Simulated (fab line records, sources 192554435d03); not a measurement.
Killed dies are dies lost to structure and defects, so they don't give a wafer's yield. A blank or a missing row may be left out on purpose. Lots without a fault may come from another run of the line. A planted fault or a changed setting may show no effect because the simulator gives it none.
fab line records | flow n5_finfet
record lots=24 wafers=72 last_day=18
route steps=1938 shown DUMMY_GATE@236 SPACER0@259 SD_EPI_N@273
lots that met no fault: from a run of the same line without faults
start_h: hours from the record's first day to the start of the lot's first wafer shown | wait_h: hours since the lot's step before | " the same as in the row above | L1.1+2: a row that stands for several wafers | - no value, or no start given | * or withheld: withheld | < > ~ a bound
route shown NAME@n: a module of which the file shows steps, and the number in the route of the first | usual: mean/standard deviation of fault-free wafers | same: alike in all rows | chamber/n: place in a boat | sites: the reading at each site | _std_site: their standard deviation | _edge_site: outer sites' mean less inner sites' | radius_mm: how far each site lies from the wafer's centre | mask NAME#n: copy n | behind: the tool/chamber that last shaped the wafer | hold: why the lot was held/for how many hours/how that ended | device: the transistor (n, p or np) that didn't switch | end of line: the same wafers' tests at the end of the route | a step without rows: its recipe alone | killed: dies lost to structure and defects at the first sort, not the wafer's yield | map: a wafer's dies, x killed, . not, _ none there
set.NAME: the setting as run; set.NAME@STEP: as run at that earlier step | model.NAME: the simulator's own value behind a step, which no gauge read
steps of the route over a sample of lots; a table a step, a row a wafer
services: from which hour (start_h, from the record's first day; less than 0 if before it) a tool's chamber was out of use, for how many hours, and why
## steps
# step N5_DUMMY_GATE_ETCH_36
# recipe chemistry=CF4 target=SiARC target_depth_a=130 pressure_mtorr=40 source_w=545 bias_w=36 Ar_flow_sccm=100 cf4_flow_sccm=100 ion_energy_ev=80
# usual bias_w=36.00/0.1 drypump_motor_current_A=5.9/0.31 oes_product_au=0.76/0.075 rf_vpp_V=183.7/1.2 showerhead_plenum_p_Torr=2.12/0.079 throttle_valve_pct=15.62/0.2
# columns lot.wafer tool chamber start_h wait_h bias_w drypump_motor_current_A oes_product_au rf_hours_counter_h rf_vpp_V showerhead_plenum_p_Torr throttle_valve_pct
L074.1 rie_diel-04 3 45.58 0.0 35.96 5.6 0.83 75 182.6 2.01 15.27
L074.2 " 1 " " 36.07 6.2 0.75 122 185.6 2.24 15.42
L074.3 " 2 " " 36.03 6.1 0.71 205 184.8 2.21 15.87
L075.1 rie_diel-03 1 54.42 0.0 35.93 5.6 0.78 151 182.6 2.06 15.82
L075.4 " 1 " " 36.00 5.6 0.78 - 183.1 2.06 15.83
L075.6 " 2 " " 35.95 6.6 0.71 - 183.9 2.13 15.54
L076.3 rie_diel-06 0 58.20 0.0 35.96 5.5 0.72 194 181.4 2.05 15.74
L076.4 " 1 " " 35.99 6.2 0.67 246 183.9 2.11 16.06
L076.5 " 3 " " 35.86 6.1 0.82 - 184.2 2.10 15.64
L077.4 rie_diel-04 2 66.48 0.0 36.13 6.0 0.70 - 185.0 2.21 15.87
L077.5 " 3 " " 35.92 5.7 0.83 - 183.1 2.00 15.27
L077.6 " 1 " " 35.79 6.2 0.74 - 184.1 2.24 15.41
L078.2 rie_diel-06 0 71.95 0.0 35.80 5.5 0.72 198 181.6 2.05 15.76
L078.4 " 2 " " 36.03 5.9 0.69 212 184.5 2.20 15.67
L078.5 " 2 " " 36.00 5.9 0.68 - 184.5 2.20 15.67
L079.1 rie_diel-04 3 77.95 0.0 36.17 5.6 0.81 85 182.1 2.00 15.28
L079.2 " 2 " " 36.14 6.1 0.70 216 184.3 2.21 15.90
L079.3 " 1 " " 36.01 6.2 0.75 133 185.9 2.23 15.42
L080.2 rie_diel-04 0 84.41 0.0 36.34 5.4 0.79 134 184.4 2.06 15.39
L080.4 " 2 " " 35.99 6.0 0.70 217 184.1 2.21 15.89
L080.5 " 0 " " 36.20 5.4 0.79 - 182.1 2.06 15.40
L081.2 rie_diel-04 3 88.90 0.0 36.03 5.6 0.81 88 182.2 2.00 15.28
L081.3 " 0 " " 36.06 5.4 0.78 135 181.3 2.06 15.38
L081.5 " 3 " " 36.10 5.6 0.81 - 183.3 2.00 15.28
L082.1 rie_diel-04 1 96.54 0.0 36.05 6.2 0.73 139 185.6 2.23 15.44
L082.4 " 0 " " 36.23 5.4 0.78 138 184.1 2.06 15.38
L082.6 " 2 " " 35.89 6.0 0.70 - 182.4 2.21 15.90
L083.1 rie_diel-03 0 101.14 0.0 35.84 5.9 0.96 11 184.8 2.20 15.68
L083.3 " 2 " " 35.91 6.5 0.70 229 184.3 2.12 15.60
L083.4 " 3 " " 35.99 5.6 0.71 214 182.7 2.04 15.52
L084.1 rie_diel-06 1 108.32 0.0 36.08 6.2 0.96 5 183.3 2.11 15.55
L084.4 " 3 " " 36.02 6.0 0.80 104 182.7 2.09 15.68
L084.6 " 2 " " 36.18 5.9 0.68 - 183.3 2.20 15.70
L085.1 rie_diel-04 3 112.68 0.0 36.02 5.7 0.80 97 182.1 2.00 15.30
L085.2 " 1 " " 36.12 6.1 0.73 145 185.1 2.23 15.45
L085.3 " 0 " " 36.04 5.4 0.77 143 183.4 2.06 15.41
L086.3 rie_diel-06 3 120.24 0.0 35.98 6.0 0.79 108 184.2 2.09 15.70
L086.4 " 0 " " 36.03 5.5 0.71 212 182.2 2.05 15.75
L086.6 " 1 " " 35.95 6.2 0.94 - 182.8 2.11 15.56
L087.2 rie_diel-04 0 126.53 0.0 36.18 5.4 0.77 149 182.5 2.06 15.42
L087.3 " 1 " " 36.08 6.2 0.72 151 185.7 2.23 15.46
L087.4 " 2 " " 36.04 6.1 0.69 - 184.5 2.20 15.95
L088.3 rie_diel-06 2 136.34 0.0 35.87 5.8 0.68 231 184.7 2.20 15.71
L088.4 " 3 " " 35.95 6.0 0.79 112 183.3 2.09 15.70
L088.5 " 1 " " 36.21 6.2 0.94 - 184.3 2.10 15.57
L089.2 rie_diel-06 1 137.46 0.0 35.99 6.2 0.92 14 183.7 2.10 15.58
L089.4 " 3 " " 36.09 6.0 0.79 113 181.4 2.09 15.69
L089.5 " 3 " " 36.25 6.0 0.79 - 182.4 2.09 15.68
L090.1 rie_diel-04 0 144.37 0.0 35.94 5.4 0.77 154 182.8 2.06 15.44
L090.2 " 1 " " 35.82 6.2 0.71 156 185.1 2.23 15.47
L090.3 " 2 " " 36.07 6.0 0.69 237 184.7 2.20 15.93
L091.1 rie_diel-04 2 153.37 0.0 35.90 6.0 0.69 240 184.6 2.20 15.92
L091.5 " 2 " " 36.08 6.1 0.68 - 184.8 2.20 15.94
L091.6 " 3 " " 35.93 5.6 0.79 - 182.4 2.00 15.32
L092.1 rie_diel-06 1 154.83 0.0 36.00 6.2 0.93 19 183.0 2.10 15.60
L092.3 " 2 " " 35.97 5.9 0.67 237 184.4 2.20 15.73
L092.4 " 0 " " 36.06 5.5 0.70 222 183.6 2.04 15.78
L093.2 rie_diel-03 1 161.11 0.0 36.13 5.6 0.75 184 182.2 2.05 15.89
L093.4 " 2 " " 36.01 6.5 0.68 246 183.2 2.12 15.62
L093.6 " 0 " " 35.94 5.8 0.92 - 183.6 2.19 15.70
L094.2 rie_diel-04 1 168.06 0.0 35.89 6.2 0.71 164 185.6 2.22 15.50
L094.3 " 2 " " 36.08 6.0 0.68 244 183.7 2.20 15.95
L094.5 " 3 " " 35.89 5.6 0.80 - 182.3 2.00 15.32
L095.1 rie_diel-03 1 171.62 0.0 36.03 5.6 0.76 187 183.4 2.05 15.91
L095.4 " 2 " " 36.06 6.5 0.69 248 183.6 2.12 15.62
L095.6 " 1 " " 35.91 5.6 0.76 - 184.2 2.05 15.89
L096.1 rie_diel-06 3 184.34 0.0 36.11 6.0 0.78 126 181.8 2.08 15.72
L096.4 " 3 " " 35.94 6.0 0.78 - 182.5 2.09 15.71
L096.6 " 0 " " 35.97 5.4 0.70 - 180.9 2.04 15.79
L097.2 rie_diel-06 3 189.31 0.0 36.04 6.0 0.77 128 183.5 2.08 15.75
L097.5 " 2 " " 36.01 5.9 0.67 - 185.2 2.19 15.73
L097.6 " 1 " " 36.02 6.2 0.91 - 183.2 2.10 15.60
# step N5_DUMMY_GATE_ETCH_32
# recipe chemistry=CF4 target=SiO2 target_depth_a=35 time_s=3.9 ion_energy_ev=350 pressure_mtorr=10 icp_w=800 bias_w=400 cf4_flow_sccm=80
# usual bias_w=400.0/1.3 drypump_motor_current_A=6.0/0.46 oes_product_au=1.007/0.02 throttle_valve_pct=21.92/0.28
# columns lot.wafer tool chamber start_h wait_h bias_w drypump_motor_current_A oes_product_au rf_hours_counter_h throttle_valve_pct
L074.1 rie_si-06 0 46.16 0.1 398.9 6.4 1.000 145 21.74
L074.2 " 2 " " 401.6 5.7 1.001 89 21.72
L074.3 " 1 " " 400.7 6.0 0.986 129 21.57
L075.1 rie_si-01 3 55.20 0.1 400.8 6.4 1.018 126 21.71
L075.4 " 1 " " 399.9 6.7 1.003 145 21.96
L075.6 " 3 " " 400.9 6.4 1.016 - 21.71
L076.3 rie_si-04 2 58.77 0.1 400.3 5.5 1.027 140 21.94
L076.4 " 0 " " 401.2 5.5 1.036 86 22.46
L076.5 " 3 " " 401.4 6.6 1.001 - 21.90
L077.4 rie_si-01 3 67.03 0.1 400.8 6.4 1.033 127 21.71
L077.5 " 0 " " 400.6 6.3 1.001 - 21.70
L077.6 " 1 " " 401.9 6.7 1.009 - 21.96
L078.2 rie_si-01 3 72.61 0.1 398.3 6.4 1.036 127 21.74
L078.4 " 2 " " 400.8 6.0 1.002 7 21.80
L078.5 " 0 " " 401.0 6.3 0.992 - 21.72
L079.1 rie_si-04 3 78.52 0.1 399.0 6.6 1.002 181 21.92
L079.2 " 1 " " 399.3 5.7 0.966 179 22.29
L079.3 " 0 " " 400.9 5.5 1.036 86 22.47
L080.2 rie_si-04 1 84.97 0.1 401.4 5.7 0.969 179 22.30
L080.4 " 0 " " 399.3 5.5 1.049 86 22.49
L080.5 " 0 " " 399.0 5.5 1.028 - 22.46
L081.2 rie_si-01 1 89.47 0.1 400.6 6.7 1.003 146 21.96
L081.3 " 3 " " 401.0 6.4 1.040 127 21.72
L081.5 " 0 " " 401.5 6.3 1.012 - 21.70
L082.1 rie_si-01 0 97.10 0.1 400.9 6.3 1.012 7 21.71
L082.4 " 3 " " 400.3 6.4 1.027 127 21.71
L082.6 " 3 " " 400.8 6.4 1.029 - 21.72
L083.1 rie_si-04 0 101.89 0.1 400.2 5.5 1.038 86 22.45
L083.3 " 1 " " 399.4 5.7 0.981 180 22.29
L083.4 " 3 " " 400.4 6.6 0.989 182 21.91
L084.1 rie_si-01 2 108.89 0.1 396.3 6.0 0.999 8 21.78
L084.4 " 0 " " 400.8 6.3 1.015 7 21.71
L084.6 " 0 " " 399.8 6.3 1.007 - 21.70
L085.1 rie_si-01 3 113.33 0.1 401.9 6.4 1.033 128 21.71
L085.2 " 2 " " 400.5 6.0 1.013 8 21.82
L085.3 " 0 " " 401.0 6.3 1.014 7 21.71
L086.3 rie_si-04 1 120.81 0.1 401.9 5.7 0.963 180 22.30
L086.4 " 2 " " 399.4 5.6 1.007 141 21.92
L086.6 " 1 " " 400.6 5.7 0.970 - 22.30
L087.2 rie_si-01 1 127.10 0.1 399.3 6.7 1.005 147 21.96
L087.3 " 0 " " 398.9 6.3 1.021 7 21.72
L087.4 " 2 " " 397.8 6.1 1.006 8 21.80
L088.3 rie_si-06 1 136.90 0.1 397.3 6.0 0.975 130 21.55
L088.4 " 0 " " 398.4 6.3 0.992 146 21.72
L088.5 " 0 " " 395.8 6.3 0.985 - 21.71
L089.2 rie_si-04 0 138.18 0.1 399.7 5.5 1.043 87 22.46
L089.4 " 1 " " 400.2 5.7 0.974 180 22.30
L089.5 " 3 " " 399.6 6.6 1.005 - 21.92
L090.1 rie_si-04 3 144.93 0.1 398.9 6.6 1.000 182 21.90
L090.2 " 2 " " 399.2 5.6 1.007 142 21.92
L090.3 " 1 " " 399.9 5.7 0.965 180 22.30
L091.1 rie_si-06 2 154.44 0.1 398.1 5.7 0.988 91 21.74
L091.5 " 0 " " 399.0 6.4 0.999 - 21.74
L091.6 " 1 " " 400.0 5.9 0.982 - 21.55
L092.1 rie_si-01 3 155.39 0.1 399.2 6.4 1.048 128 21.71
L092.3 " 0 " " 401.0 6.3 1.008 8 21.71
L092.4 " 2 " " 401.0 6.0 1.007 9 21.79
L093.2 rie_si-04 0 161.67 0.1 398.1 5.5 1.041 88 22.46
L093.4 " 3 " " 400.3 6.6 1.011 183 21.91
L093.6 " 1 " " 403.2 5.7 0.972 - 22.30
L094.2 rie_si-04 1 168.62 0.1 401.7 5.7 0.977 181 22.29
L094.3 " 3 " " 399.7 6.6 1.002 183 21.93
L094.5 " 3 " " 400.6 6.6 0.998 - 21.90
L095.1 rie_si-06 1 172.18 0.1 399.6 6.0 0.974 131 21.56
L095.4 " 1 " " 398.6 5.9 0.973 - 21.55
L095.6 " 2 " " 400.4 5.7 0.983 - 21.72
L096.1 rie_si-04 1 185.16 0.1 399.1 5.7 0.986 181 22.29
L096.4 " 2 " " 398.4 5.5 1.017 142 21.93
L096.6 " 3 " " 402.0 6.6 1.005 - 21.91
L097.2 rie_si-04 3 189.94 0.1 399.1 6.6 1.004 183 21.91
L097.5 " 3 " " 399.1 6.6 1.006 - 21.91
L097.6 " 2 " " 400.8 5.5 1.011 - 21.93
# step N5_DUMMY_GATE_CD_MEAS_24
# recipe target_cd_nm=15
# usual cd_nm=15.0/0.49
# columns lot.wafer tool chamber start_h wait_h cd_nm
L074.1 cd_sem-03 - 46.36 0.1 14.8
L074.2 " - " " 15.6
L074.3 " - " " 15.7
L075.1 cd_sem-01 - 55.40 0.1 14.8
L075.4 " - " " 15.2
L075.6 " - " " 15.2
L076.3 cd_sem-02 - 58.97 0.1 15.6
L076.4 " - " " 14.8
L076.5 " - " " 14.9
L077.4 cd_sem-01 - 67.24 0.1 15.5
L077.5 " - " " 14.9
L077.6 " - " " 15.2
L078.2 cd_sem-03 - 72.81 0.1 14.6
L078.4 " - " " 14.1
L078.5 " - " " 14.6
L079.1 cd_sem-02 - 78.72 0.1 14.7
L079.2 " - " " 15.1
L079.3 " - " " 15.5
L080.2 cd_sem-02 - 85.18 0.1 15.6
L080.4 " - " " 15.4
L080.5 " - " " 15.8
L081.2 cd_sem-02 - 89.67 0.1 14.6
L081.3 " - " " 15.5
L081.5 " - " " 14.7
L082.1 cd_sem-03 - 97.30 0.1 14.0
L082.4 " - " " 14.9
L082.6 " - " " 15.8
L083.1 cd_sem-03 - 102.10 0.1 14.9
L083.3 " - " " 14.1
L083.4 " - " " 15.7
L084.1 cd_sem-03 - 109.09 0.1 14.8
L084.4 " - " " 13.9
L084.6 " - " " 14.4
L085.1 cd_sem-02 - 113.53 0.1 15.2
L085.2 " - " " 15.8
L085.3 " - " " 15.0
L086.3 cd_sem-03 - 121.01 0.1 13.8
L086.4 " - " " 14.3
L086.6 " - " " 14.3
L087.2 cd_sem-03 - 127.30 0.1 15.3
L087.3 " - " " 14.3
L087.4 " - " " 14.2
L088.3 cd_sem-03 - 137.11 0.1 14.7
L088.4 " - " " 14.2
L088.5 " - " " 15.3
L089.2 cd_sem-01 - 138.38 0.1 14.7
L089.4 " - " " 14.5
L089.5 " - " " 14.6
L090.1 cd_sem-03 - 145.13 0.1 15.3
L090.2 " - " " 15.2
L090.3 " - " " 15.2
L091.1 cd_sem-03 - 154.64 0.1 14.7
L091.5 " - " " 14.7
L091.6 " - " " 15.6
L092.1 cd_sem-03 - 155.59 0.1 15.6
L092.3 " - " " 14.9
L092.4 " - " " 14.2
L093.2 cd_sem-03 - 161.88 0.1 15.4
L093.4 " - " " 15.3
L093.6 " - " " 14.9
L094.2 cd_sem-02 - 168.82 0.1 14.3
L094.3 " - " " 15.1
L094.5 " - " " 15.9
L095.1 cd_sem-03 - 172.38 0.1 15.3
L095.4 " - " " 15.3
L095.6 " - " " 14.6
L096.1 cd_sem-02 - 185.36 0.1 14.6
L096.4 " - " " 14.7
L096.6 " - " " 14.9
L097.2 cd_sem-02 - 190.14 0.1 15.1
L097.5 " - " " 14.6
L097.6 " - " " 15.1
# step N5_SPACER0_ALD_00
# recipe material=SiOCN target_thk_a=35 temp_c=400 ald_precursor_family=alkyl-aminosilane ald_co_reactant=O2/N2-plasma pulse_time_s=3 purge_time_s=2 co_reactant_purge_time_s=2 ald_cycles=58 pressure_torr=2
# usual heater_power_w=806/55 precursor_pulse_height_rel=1.000/0.019
# same ald_cycles=58
# columns lot.wafer tool chamber start_h wait_h heater_power_w precursor_pulse_height_rel
L074.1 ald_sin-03 2 47.33 0.1 847 0.997
L074.2 " 0 " " 773 0.976
L074.3 " 3 " " 740 0.982
L075.1 ald_sin-03 3 57.32 0.1 744 1.005
L075.4 " 0 " " 773 0.997
L075.6 " 3 " " 750 1.008
L076.3 ald_sin-01 3 59.44 0.1 793 1.035
L076.4 " 1 " " 909 1.021
L076.5 " 2 " " 810 0.988
L077.4 ald_sin-02 1 67.75 0.1 794 1.020
L077.5 " 0 " " 781 0.997
L077.6 " 3 " " 736 1.039
L078.2 ald_sin-03 3 73.50 0.1 727 0.994
L078.4 " 0 " " 780 0.998
L078.5 " 0 " " 769 0.974
L079.1 ald_sin-01 3 80.28 0.1 803 1.006
L079.2 " 0 " " 753 0.976
L079.3 " 1 " " 923 1.000
L080.2 ald_sin-03 2 86.33 0.1 874 0.978
L080.4 " 1 " " 793 0.958
L080.5 " 3 " " 748 1.046
L081.2 ald_sin-03 2 90.47 0.1 878 0.967
L081.3 " 3 " " 719 1.000
L081.5 " 2 " " 851 1.006
L082.1 ald_sin-03 0 98.56 0.1 779 1.010
L082.4 " 2 " " 871 0.990
L082.6 " 1 " " 798 0.976
L083.1 ald_sin-03 3 103.54 0.1 746 1.045
L083.3 " 1 " " 805 0.966
L083.4 " 2 " " 858 1.015
L084.1 ald_sin-02 1 111.05 0.1 779 1.014
L084.4 " 0 " " 801 0.985
L084.6 " 3 " " 742 0.992
L085.1 ald_sin-02 3 114.85 0.1 749 1.004
L085.2 " 2 " " 923 0.965
L085.3 " 0 " " 813 1.002
L086.3 ald_sin-03 3 121.65 0.1 754 1.023
L086.4 " 1 " " 803 0.983
L086.6 " 1 " " 831 1.032
L087.2 ald_sin-03 1 129.03 0.1 808 0.995
L087.3 " 3 " " 741 0.987
L087.4 " 2 " " 865 0.978
L088.3 ald_sin-03 3 137.81 0.1 754 0.987
L088.4 " 2 " " 880 0.995
L088.5 " 3 " " 740 1.007
L089.2 ald_sin-03 2 138.85 0.1 874 1.028
L089.4 " 1 " " 805 0.987
L089.5 " 1 " " 790 0.981
L090.1 ald_sin-03 0 145.83 0.1 781 1.011
L090.2 " 1 " " 817 1.010
L090.3 " 3 " " 763 1.012
L091.1 ald_sin-01 3 155.12 0.1 788 0.980
L091.5 " 1 " " 912 0.967
L091.6 " 0 " " 758 1.014
L092.1 ald_sin-02 0 157.03 0.1 795 0.992
L092.3 " 1 " " 783 1.024
L092.4 " 3 " " 759 1.012
L093.2 ald_sin-02 2 165.25 0.1 917 1.009
L093.4 " 3 " " 765 0.997
L093.6 " 2 " " 934 1.003
L094.2 ald_sin-01 0 169.62 0.1 758 1.024
L094.3 " 1 " " 901 0.978
L094.5 " 3 " " 789 1.020
L095.1 ald_sin-02 0 174.14 0.1 801 1.003
L095.4 " 1 " " 782 0.970
L095.6 " 1 " " 779 0.991
L096.1 ald_sin-01 3 186.70 0.1 779 1.023
L096.4 " 3 " " 786 1.001
L096.6 " 1 " " 920 1.019
L097.2 ald_sin-01 3 192.40 0.1 801 1.003
L097.5 " 3 " " 784 0.991
L097.6 " 2 " " 817 1.012
# step N5_SD_EPI_N_DESCUM_14
# recipe chemistry=O2 time_s=7.9 source_power_w=50 bias_power_w=20 pressure_mtorr=20 rf_frequency_hz=2.712e+07 temp_c=40 resist=CAR-ArF-block o2_flow_sccm=225
# usual drypump_motor_current_A=5.4/0.43 oes_product_au=0.81/0.069 rf_vpp_V=243.9/1.2 showerhead_plenum_p_Torr=2.14/0.075 throttle_valve_pct=20.41/0.2
# columns lot.wafer tool chamber start_h wait_h drypump_motor_current_A oes_product_au rf_hours_counter_h rf_vpp_V showerhead_plenum_p_Torr throttle_valve_pct
L074.1 rie_diel-02 1 48.23 0.0 5.0 0.83 56 245.6 2.24 20.46
L074.2 " 3 " " 5.2 0.80 89 243.9 2.13 20.48
L074.3 " 2 " " 6.4 0.93 12 244.5 2.21 20.15
L075.1 rie_diel-02 0 58.10 0.0 4.9 0.81 115 243.6 2.10 20.31
L075.4 " 1 " " 5.0 0.84 59 245.1 2.24 20.47
L075.6 " 0 " " 4.9 0.81 - 243.1 2.10 20.32
L076.3 rie_diel-01 0 60.35 0.0 6.0 0.73 198 241.1 1.97 20.55
L076.4 " 1 " " 5.7 0.66 244 241.1 1.97 21.03
L076.5 " 3 " " 5.7 0.83 - 244.1 2.12 20.66
L077.4 rie_diel-02 3 68.53 0.0 5.2 0.79 97 244.4 2.13 20.52
L077.5 " 3 " " 5.2 0.80 - 243.3 2.13 20.51
L077.6 " 2 " " 6.3 0.91 - 244.6 2.20 20.17
L078.2 rie_diel-02 1 74.40 0.0 5.0 0.84 65 244.8 2.24 20.50
L078.4 " 2 " " 6.3 0.91 22 245.8 2.20 20.15
L078.5 " 2 " " 6.3 0.91 - 244.0 2.20 20.17
L079.1 rie_diel-02 1 81.06 0.0 4.9 0.84 67 245.4 2.23 20.48
L079.2 " 0 " " 4.9 0.81 123 244.9 2.10 20.34
L079.3 " 2 " " 6.3 0.91 24 244.9 2.20 20.17
L080.2 rie_diel-05 3 87.11 0.0 5.1 0.89 47 243.2 2.14 20.56
L080.4 " 1 " " 5.6 0.80 102 244.7 2.24 20.18
L080.5 " 2 " " 5.1 0.70 - 243.8 2.16 20.40
L081.2 rie_diel-05 2 91.25 0.0 5.1 0.69 219 244.5 2.16 20.42
L081.3 " 0 " " 5.4 0.95 19 243.2 2.04 20.41
L081.5 " 0 " " 5.4 0.96 - 242.2 2.04 20.40
L082.1 rie_diel-02 2 99.65 0.3 6.4 0.89 30 246.5 2.20 20.17
L082.4 " 3 " " 5.2 0.77 107 243.8 2.12 20.51
L082.6 " 0 " " 4.9 0.80 - 243.2 2.10 20.33
L083.1 rie_diel-05 1 104.50 0.1 5.6 0.79 109 245.0 2.24 20.19
L083.3 " 0 " " 5.4 0.93 25 241.9 2.04 20.42
L083.4 " 3 " " 5.1 0.88 53 243.1 2.14 20.57
L084.1 rie_diel-02 1 111.96 0.0 5.0 0.82 78 243.5 2.23 20.50
L084.4 " 2 " " 6.4 0.88 34 244.8 2.20 20.18
L084.6 " 0 " " 4.9 0.79 - 243.9 2.10 20.34
L085.1 rie_diel-01 3 116.48 0.7 5.7 0.79 93 242.2 2.12 20.71
L085.2 " 1 " " 5.7 0.95 5 246.3 2.23 20.59
L085.3 " 2 " " 5.2 0.83 62 243.1 2.10 19.88
L086.3 rie_diel-01 3 122.45 0.1 5.7 0.79 96 244.2 2.12 20.71
L086.4 " 0 " " 6.0 0.70 224 241.9 1.96 20.58
L086.6 " 3 " " 5.7 0.79 - 242.7 2.12 20.70
L087.2 rie_diel-01 2 129.93 0.0 5.2 0.83 66 244.3 2.10 19.89
L087.3 " 3 " " 5.7 0.80 97 244.0 2.12 20.72
L087.4 " 0 " " 6.0 0.70 225 240.4 1.96 20.58
L088.3 rie_diel-05 2 138.74 0.1 5.1 0.69 234 244.5 2.16 20.41
L088.4 " 3 " " 5.1 0.87 64 243.3 2.14 20.57
L088.5 " 1 " " 5.6 0.78 - 245.5 2.23 20.20
L089.2 rie_diel-02 0 139.73 0.1 4.9 0.78 144 242.2 2.09 20.36
L089.4 " 3 " " 5.2 0.77 - 242.2 2.12 20.57
L089.5 " 1 " " 5.0 0.80 - 245.3 2.23 20.54
L090.1 rie_diel-01 2 147.04 0.3 5.1 0.82 73 243.1 2.10 19.90
L090.2 " 1 " " 5.7 0.93 14 245.4 2.23 20.62
L090.3 " 0 " " 6.1 0.71 231 241.1 1.96 20.60
L091.1 rie_diel-05 0 156.02 0.0 5.4 0.91 42 243.9 2.03 20.42
L091.5 " 3 " " 5.1 0.86 - 244.8 2.13 20.58
L091.6 " 0 " " 5.4 0.90 - 242.6 2.03 20.46
L092.1 rie_diel-05 1 158.10 0.3 5.6 0.77 126 246.1 2.23 20.21
L092.3 " 3 " " 5.1 0.86 71 243.7 2.13 20.58
L092.4 " 0 " " 5.4 0.90 43 240.4 2.03 20.43
L093.2 rie_diel-05 2 166.30 0.3 5.2 0.68 243 243.3 2.15 20.44
L093.4 " 3 " " 5.1 0.85 75 242.7 2.13 20.59
L093.6 " 2 " " 5.2 0.68 - 243.8 2.15 20.46
L094.2 rie_diel-05 3 170.39 0.0 5.1 0.85 77 244.5 2.13 20.58
L094.3 " 0 " " 5.4 0.88 49 242.9 2.03 20.42
L094.5 " 1 " " 5.6 0.77 - 244.8 2.23 20.22
L095.1 rie_diel-02 3 174.92 0.0 5.2 0.75 131 242.8 2.11 20.55
L095.4 " 1 " " 5.0 0.79 - 244.9 2.22 20.53
L095.6 " 3 " " 5.2 0.75 - 243.6 2.11 20.55
L096.1 rie_diel-02 0 187.47 0.0 4.9 0.77 154 242.0 2.09 20.39
L096.4 " 1 " " 5.0 0.79 - 245.4 2.22 20.54
L096.6 " 0 " " 4.9 0.78 - 242.0 2.09 20.34
L097.2 rie_diel-05 3 193.30 0.0 5.1 0.84 85 244.0 2.13 20.61
L097.5 " 0 " " 5.4 0.87 - 243.3 2.02 20.46
L097.6 " 1 " " 5.6 0.76 - 244.1 2.23 20.24
# step N5_SD_EPI_N_EPI_MEAS_23
# recipe mode=xrd
# usual thk_nm=59.0/1.2
# columns lot.wafer tool chamber start_h wait_h thk_nm
L074.1 film_metro-01 - 51.62 1.4 58.2
L074.2 " - " " 59.3
L074.3 " - " " 59.1
L075.1 film_metro-02 - 61.50 1.5 59.1
L075.4 " - " " 59.2
L075.6 " - " " 59.4
L076.3 film_metro-01 - 63.75 0.9 59.0
L076.4 " - " " 59.7
L076.5 " - " " 58.9
L077.4 film_metro-02 - 72.67 0.8 58.9
L077.5 " - " " 59.3
L077.6 " - " " 57.5
L078.2 film_metro-01 - 78.53 1.5 60.9
L078.4 " - " " 59.7
L078.5 " - " " 60.7
L079.1 film_metro-01 - 84.45 1.4 57.2
L079.2 " - " " 57.2
L079.3 " - " " 61.3
L080.2 film_metro-02 - 90.60 1.2 58.7
L080.4 " - " " 57.1
L080.5 " - " " 57.0
L081.2 film_metro-02 - 94.64 1.2 58.7
L081.3 " - " " 59.3
L081.5 " - " " 58.3
L082.1 film_metro-01 - 103.03 1.4 59.1
L082.4 " - " " 56.8
L082.6 " - " " 58.8
L083.1 film_metro-01 - 107.89 1.4 58.6
L083.3 " - " " 58.2
L083.4 " - " " 59.0
L084.1 film_metro-01 - 115.35 1.4 57.2
L084.4 " - " " 58.0
L084.6 " - " " 59.3
L085.1 film_metro-02 - 120.60 1.9 59.7
L085.2 " - " " 57.5
L085.3 " - " " 58.1
L086.3 film_metro-01 - 125.84 0.9 58.8
L086.4 " - " " 60.5
L086.6 " - " " 58.0
L087.2 film_metro-01 - 134.08 1.5 59.6
L087.3 " - " " 59.7
L087.4 " - " " 57.4
L088.3 film_metro-01 - 142.13 0.9 59.9
L088.4 " - " " 59.5
L088.5 " - " " 59.2
L089.2 film_metro-01 - 143.12 1.2 58.1
L089.4 " - " " 60.1
L089.5 " - " " 59.3
L090.1 film_metro-02 - 152.16 2.5 58.9
L090.2 " - " " 58.3
L090.3 " - " " 58.6
L091.1 film_metro-02 - 159.41 1.4 58.2
L091.5 " - " " 58.4
L091.6 " - " " 59.7
L092.1 film_metro-01 - 161.49 1.4 60.0
L092.3 " - " " 59.0
L092.4 " - " " 60.0
L093.2 film_metro-02 - 170.43 1.5 58.7
L093.4 " - " " 60.5
L093.6 " - " " 59.1
L094.2 film_metro-01 - 173.79 1.2 57.8
L094.3 " - " " 60.0
L094.5 " - " " 58.6
L095.1 film_metro-02 - 178.31 1.4 59.8
L095.4 " - " " 59.6
L095.6 " - " " 57.6
L096.1 film_metro-01 - 190.86 1.4 59.4
L096.4 " - " " 58.7
L096.6 " - " " 59.9
L097.2 film_metro-02 - 196.87 1.2 58.6
L097.5 " - " " 59.7
L097.6 " - " " 60.9
## services
# columns tool chamber start_h hours kind
rie_diel-05 0 53.76 11.6 repair
ald_sin-01 0 59.39 2.6 repair
rie_diel-04 0 66.29 10.2 repair
ald_sin-02 - 68.53 6.1 pm
ald_sin-02 1 84.49 15.9 repair
ald_sin-01 - 85.60 14.0 pm
rie_diel-04 2 90.08 1.8 repair
ald_sin-01 - 99.60 28.1 pm
rie_diel-05 - 112.03 4.3 pm
ald_sin-02 3 117.54 10.8 repair
rie_si-04 - 117.87 0.1 repair
ald_sin-03 - 122.29 0.3 repair
rie_si-01 - 125.04 0.4 repair
rie_diel-02 2 136.70 8.8 repair
rie_diel-04 - 136.74 2.8 pm
ald_sin-03 1 139.92 3.4 repair
ald_sin-02 1 144.57 6.7 repair
rie_diel-02 - 154.74 14.6 pm
rie_diel-04 2 157.46 2.1 repair
rie_diel-05 2 159.38 5.2 repair
rie_si-04 2 165.82 3.8 repair
rie_diel-02 1 170.92 3.2 repair
rie_diel-06 2 178.37 10.6 repair
ald_sin-03 2 185.94 4.3 repair
## key
fault none
